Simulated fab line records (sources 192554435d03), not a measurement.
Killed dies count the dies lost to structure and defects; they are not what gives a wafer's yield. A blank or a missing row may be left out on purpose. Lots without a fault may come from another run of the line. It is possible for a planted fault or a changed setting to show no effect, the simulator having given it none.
Chamber matching	flow n5 finfet	N5_STI_FIN_REVEAL_CMP_04 on cmp-01: 4 sister chambers
The step polishes, stops on Si3N4, t overpolish 4 s, target thk 131.83 nm. 14 wafers are shown with their chamber, then 7 later ones without.

## WAFERS WITH THEIR CHAMBER
wafer	chamber	motor current A (A)	overpolish run s (s)	edge zone pressure frac
L075.1	2	7.1	4.006	0.992
L078.3	0	7.7	4.002	0.999
L078.4	1	8.0	3.987	1.001
L079.2	1	8.2	4.002	1.006
L079.3	3	8.5	4.013	0.994
L079.4	0	7.9	3.999	0.997
L080.1	1	8.4	4.000	1.002
L080.3	2	7.1	3.991	1.001
L083.2	0	7.4	3.998	0.994
L084.1	1	8.3	4.001	1.000
L084.4	0	7.1	3.983	0.999
L085.1	2	7.2	4.008	0.998
L085.4	1	8.2	4.009	0.997
L087.3	0	8.2	4.000	1.003

SIGNATURES (averages over the wafers above)
reading	chamber 0	chamber 1	chamber 2	chamber 3	scatter within a chamber
motor current A	7.660	8.220	7.133	8.500	0.288
overpolish run s	3.99640	3.99980	4.00167	4.01300	0.00813
edge zone pressure frac	0.99840	1.00120	0.99700	0.99400	0.00358
Rule: distance of a wafer from a chamber = root of the sum over the readings of ((wafer's reading minus chamber's mean) / reading's scatter) squared. If the next closest chamber is less than 2 further off than the closest, the wafer can't be placed; otherwise it belongs to the closest. The scatter: the root of (the sum of the squares of (reading less its chamber's mean) over the shown wafers, divided by (wafers less chambers)).

## WAFERS MISSING THEIR CHAMBER
wafer	motor current A (A)	overpolish run s (s)	edge zone pressure frac
L087.4	8.5	3.990	1.001
L088.1	8.2	4.003	0.999
L088.2	7.0	4.002	1.001
L091.1	7.2	4.011	0.997
L091.4	8.1	4.007	1.002
L094.1	7.5	4.007	1.003
L094.4	8.7	3.995	0.995

## THE CHAMBER EACH PASSED THROUGH
wafer	from the rows above	in truth
L087.4	can't be placed: 1 or 0 or 3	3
L088.1	can't be placed: 1 or 0 or 3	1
L088.2	can't be placed: 2 or 0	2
L091.1	can't be placed: 2 or 0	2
L091.4	can't be placed: 1 or 0 or 3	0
L094.1	can't be placed: 0 or 2 or 1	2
L094.4	can't be placed: 3 or 1 or 0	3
Correctly placed: 0 of 7. Can't be placed from these rows: 7 (the true chamber is among the candidates in 7). Placed wrongly: 0.
